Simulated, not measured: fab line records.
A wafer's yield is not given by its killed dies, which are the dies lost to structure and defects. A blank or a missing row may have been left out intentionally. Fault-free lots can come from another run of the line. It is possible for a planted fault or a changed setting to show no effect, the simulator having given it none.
Which tool was responsible? ; flow nand_harc ; Sampling: 13 lots, 39 wafers, 6 of 1159 route steps

## WHAT EACH GAUGE READ, for each wafer
NHARC_A_SOURCE_PLATE_THK_MEAS_06: measures by ellipsometry. Usual: thk_nm 200.4 nm, standard deviation 2.1.
lot;measured;on;thk_nm (nm);flag
L697;day 7 14:39;film_metro-01;203.5 201.3 203.1;
L698;day 8 03:18;film_metro-01;200.9 202.4 200.5;
L703;day 8 19:49;film_metro-02;202.1 202.6 201.1;
L702;day 8 19:49;film_metro-01;201.2 203.2 201.8;
L705;day 9 15:10;film_metro-01;199.0 197.5 199.5;
L707;day 10 06:05;film_metro-01;201.5 198.1 199.0;
L709;day 10 16:49;film_metro-01;201.4 200.6 200.1;
L713;day 11 10:53;film_metro-01;199.7 203.5 197.9;
L714;day 11 20:23;film_metro-01;203.5 202.8 205.6;
L717;day 12 13:12;film_metro-01;198.2 199.9 196.7;
L718;day 12 19:25;film_metro-01;199.7 202.6 198.9;
L720;day 12 19:26;film_metro-02;201.7 201.9 201.2;
L719;day 12 19:26;film_metro-01;201.3 199.0 199.1;

NHARC_A_SOURCE_PLATE_INSPECT_08. Usual: raw_defect_count 59, standard deviation 23.
lot;measured;on;raw_defect_count;flag
L697;day 7 14:43;defect_inspect-02;18 50 48;
L698;day 8 03:25;defect_inspect-02;49 56 46;
L703;day 8 19:53;defect_inspect-02;100 36 56;
L702;day 8 19:54;defect_inspect-02;44 79 55;
L705;day 9 15:14;defect_inspect-01;39 64 66;
L707;day 10 06:10;defect_inspect-01;44 41 47;
L709;day 10 16:53;defect_inspect-02;54 61 36;
L713;day 11 10:58;defect_inspect-01;55 81 44;
L714;day 11 20:28;defect_inspect-02;47 97 48;
L717;day 12 13:19;defect_inspect-01;59 34 66;
L718;day 12 19:29;defect_inspect-02;78 120 63;
L720;day 12 19:31;defect_inspect-01;34 39 58;
L719;day 12 19:32;defect_inspect-02;58 50 73;

NHARC_A_ONON_D1_THK_MEAS_18: measures by ellipsometry. Usual: thk_nm 1002 nm, standard deviation 10.
lot;measured;on;thk_nm (nm);flag
L697;day 8 00:40;film_metro-02;1014 1015 1016;
L698;day 8 14:13;film_metro-02;1021 1019 1021;
L703;day 9 05:57;film_metro-01;995 997 996;
L702;day 9 05:53;film_metro-01;1000 999 999;
L705;day 10 02:05;film_metro-01;1563 1561 1563;OFF
L707;day 10 16:07;film_metro-02;1569 1569 1569;OFF
L709;day 11 02:54;film_metro-02;995 997 996;
L713;day 11 20:55;film_metro-01;1000 999 998;
L714;day 12 06:28;film_metro-01;997 998 997;
L717;day 12 23:15;film_metro-02;1005 1005 1005;
L718;day 13 05:25;film_metro-02;1015 1015 1014;
L720;day 13 05:26;film_metro-01;983 985 983;
L719;day 13 05:46;film_metro-02;992 992 992;

NHARC_END_SORT_01. Usual: killed_at_array 26, standard deviation 9.9; killed_at_other 0.8, standard deviation 1; killed_at_periphery 2.8, standard deviation 2.2; killed_dies 29, standard deviation 9.9; killed_open 3.2, standard deviation 1.8; killed_short 2.1, standard deviation 1.4.
lot;measured;on;killed_at_array;killed_at_other;killed_at_periphery;killed_dies;killed_open;killed_short;flag
L705;day 21 11:05;prober-01;675 674 672;0 1 1;2 2 4;677 677 677;3 3 2;3 0 5;OFF
L707;day 22 01:08;prober-01;675 676 675;1 0 0;1 1 2;677 677 677;3 2 1;2 3 0;OFF

## TOOL THAT RAN EACH LOT (tool first, then ch and the chambers of the sampled wafers, then the start)
lot;NHARC_A_ONON_D1_DEP_16;NHARC_A_ONON_D1_DEP_33
L697;pecvd_onon-03 ch 0, day 8 00:09;pecvd-04 ch 0,2, day 8 03:04
L698;pecvd_onon-03 ch 0, day 8 13:53;pecvd-02 ch 0,1,2, day 8 16:44
L703;pecvd_onon-03 ch 0, day 9 05:27;pecvd-01 ch 1,2, day 9 08:37
L702;pecvd_onon-02 ch 0, day 9 05:26;pecvd-02 ch 1,2, day 9 08:28
L705;pecvd_onon-03 ch 0, day 10 01:38;pecvd-04 ch 0,1,2, day 10 04:31
L707;pecvd_onon-03 ch 0, day 10 15:40;pecvd-04 ch 0,1, day 10 18:29
L709;pecvd_onon-02 ch 0, day 11 02:23;pecvd-04 ch 0,1, day 11 05:16
L713;pecvd_onon-01 ch 0, day 11 20:24;pecvd-01 ch 0,1, day 11 23:14
L714;pecvd_onon-01 ch 0, day 12 05:57;pecvd-01 ch 0,2, day 12 08:49
L717;pecvd_onon-03 ch 0, day 12 22:51;pecvd-02 ch 0,1,2, day 13 01:37
L718;pecvd_onon-01 ch 0, day 13 04:58;pecvd-02 ch 1,2, day 13 07:52
L720;pecvd_onon-03 ch 0, day 13 04:55;pecvd-01 ch 0,2, day 13 07:57
L719;pecvd_onon-01 ch 0, day 13 05:16;pecvd-02 ch 1,2, day 13 08:08
- NHARC_A_ONON_D1_DEP_16: target thk 1000 nm.
- NHARC_A_ONON_D1_DEP_33: deposits SiO2, target thk 200 nm.

## AS READ BY THE TOOLS THEMSELVES (means over the sampled wafers that have a number; for cases with no such wafer, the mark the record gives instead)
NHARC_A_ONON_D1_DEP_33. Usual: flow_sccm 2651 sccm, standard deviation 7.1; heater_power_w 603 W, standard deviation 79; throttle_valve_pct 16.0 %, standard deviation 0.79.
lot;tool;flow_sccm (sccm);heater_power_w (W);throttle_valve_pct (%);flag
L697;pecvd-04;2651;684;15.7;
L698;pecvd-02;2651;564;16.1;
L703;pecvd-01;2641;623;16.1;
L702;pecvd-02;2650;539;15.7;
L705;pecvd-04;2656;628;15.8;
L707;pecvd-04;2645;634;16.4;
L709;pecvd-04;2650;541;16.1;
L713;pecvd-01;2657;517;15.1;
L714;pecvd-01;2655;607;15.1;
L717;pecvd-02;2650;605;16.4;
L718;pecvd-02;2654;608;15.9;
L720;pecvd-01;2656;678;15.9;
L719;pecvd-02;2654;507;16.0;

## THE ANSWER, worked out from the rows above alone
Rule: take the mean of a lot's wafers that have a number; if it is more than 3 standard deviations from the usual mean, the lot is off. Also off: a lot with no number at a reading for which 4 or more lots have one. Any other lot the step has rows for is counted as sound. First the gauges in route order, then the tools' own readings, where a lot's mean is used as printed above. The first step at which some lot is off is used, and at that step the reading that is off furthest; a lot without a number counts as furthest.
Off: L705, L707 (NHARC_A_ONON_D1_THK_MEAS_18, thk_nm).
A tool fits if, at a process step before that reading, it ran every lot that is off, and no sound lot after the first of them. The gauges at NHARC_A_ONON_D1_THK_MEAS_18 aren't tried: what is off there is off at NHARC_END_SORT_01 too, on other tools, and a gauge's error can't cause that. Not one of the candidates tried fits.

## WHAT THE SIMULATOR PUT IN
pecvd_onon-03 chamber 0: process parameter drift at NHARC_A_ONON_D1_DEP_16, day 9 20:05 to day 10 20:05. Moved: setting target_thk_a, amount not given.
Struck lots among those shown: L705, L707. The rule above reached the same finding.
